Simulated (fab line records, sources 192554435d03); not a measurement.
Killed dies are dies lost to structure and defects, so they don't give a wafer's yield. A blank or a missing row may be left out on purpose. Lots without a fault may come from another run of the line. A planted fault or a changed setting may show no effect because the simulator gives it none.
One fault seen from 2 desks | flow n5_finfet | each desk has only its own numbers; what lay behind them comes last
Where a reading is given only as a bound, like >300, the bound stands for it, and a mean or a difference that rests on one is marked > or <: the true number lies beyond.

THE METROLOGY DESK
What the gauges read, lot by lot, whatever tool the lot ran on: means of the sampled wafers that have a number. A lot is out of limits, marked OUT, if its mean lies more than 4 standard deviations from the usual mean; the brackets give that distance. Of its 11 readings 7 are shown: those that lie furthest out on some lot.
Columns: A = NWFM_OVL at N5_HKMG_FIN_OVL_MEAS_13, usual -0.4 nm; B = DIBL_P at N5_BEOL_M4_RC_MEAS_101, usual 36.4 mV/V; C = IOFF_P at N5_BEOL_M4_RC_MEAS_101, usual 0.21 nA/um; D = ION_N at N5_BEOL_M4_RC_MEAS_101, usual 679 uA/um; E = SS_P at N5_BEOL_M4_RC_MEAS_101, usual 73.2 mV/dec; F = VT_N at N5_BEOL_M4_RC_MEAS_101, usual 249 mV; G = VT_P at N5_BEOL_M4_RC_MEAS_101, usual -250 mV
lot  | first seen here | A    | B    | C    | D   | E    | F   | G
L593 | day 4 06:43     | 0.2  | 39.2 | 0.22 | 682 | 74.0 | 247 | -252
L594 | day 4 12:09     | -0.2 | 36.1 | 0.22 | 683 | 73.4 | 247 | -250
L595 | day 5 00:49     | -0.8 | 32.7 | 0.15 | 668 | 72.1 | 253 | -255
L601 | day 6 06:38     | -0.7 | 34.7 | 0.19 | 673 | 72.9 | 253 | -253
L606 | day 7 12:38     | -0.9 | 36.0 | 0.22 | 687 | 73.6 | 245 | -250
L607 | day 7 17:49     | 0.0  | 35.7 | 0.21 | 674 | 73.6 | 253 | -250
L612 | day 8 20:58     | -0.7 | 34.7 | 0.20 | 654 | 72.5 | 250 | -248
L614 | day 10 01:17    | -0.7 | 34.8 | 0.20 | 678 | 72.8 | 248 | -250
L615 | day 10 08:11    | 0.1  | 36.8 | 0.21 | 669 | 73.2 | 250 | -248
L616 | day 10 21:38    | 0.5  | 36.2 | 0.21 | 685 | 74.0 | 249 | -250
This desk's finding: nothing out of limits on any of the 10 lots.

THE DEFECT DESK
What the inspections along the route counted, lot by lot: means of the sampled wafers that have a number. A lot is out of limits, marked OUT, if its mean lies more than 4 standard deviations from the usual mean; the brackets give that distance.
Columns: A = raw_defect_count at N5_HKMG_FIN_INSPECT_14, usual 2.2
lot  | first seen here | A
L593 | day 4 06:45     | 1.3
L594 | day 4 12:10     | 2.7
L595 | day 5 00:50     | 0.7
L601 | day 6 06:39     | 1.7
L606 | day 7 12:39     | 3.0
L607 | day 7 17:50     | >101 (>+71) OUT
L612 | day 8 21:00     | 2.0
L614 | day 10 01:18    | 2.0
L615 | day 10 08:12    | 2.7
L616 | day 10 21:40    | 1.3
This desk's finding: out of limits on L607; first on L607, day 7 17:50 (raw_defect_count at N5_HKMG_FIN_INSPECT_14). In limits: L593, L594, L595, L601, L606, L612, L614, L615, L616.

PUT TOGETHER
The defect desk could have raised an alarm at day 7 17:50, on L607.
The metrology desk saw nothing out of limits.
The metrology desk has L607 on record, within its limits.
Of the lots named, all ran N5_HKMG_FIN_WET_ETCH_65 on wet_bench-03.

WHAT THE SIMULATOR HAD PUT IN
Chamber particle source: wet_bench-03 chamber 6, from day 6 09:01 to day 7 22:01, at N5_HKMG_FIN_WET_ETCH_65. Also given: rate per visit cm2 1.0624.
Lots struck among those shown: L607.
Hours from the fault's start to each desk's first reading out of limits: the defect desk, 33.
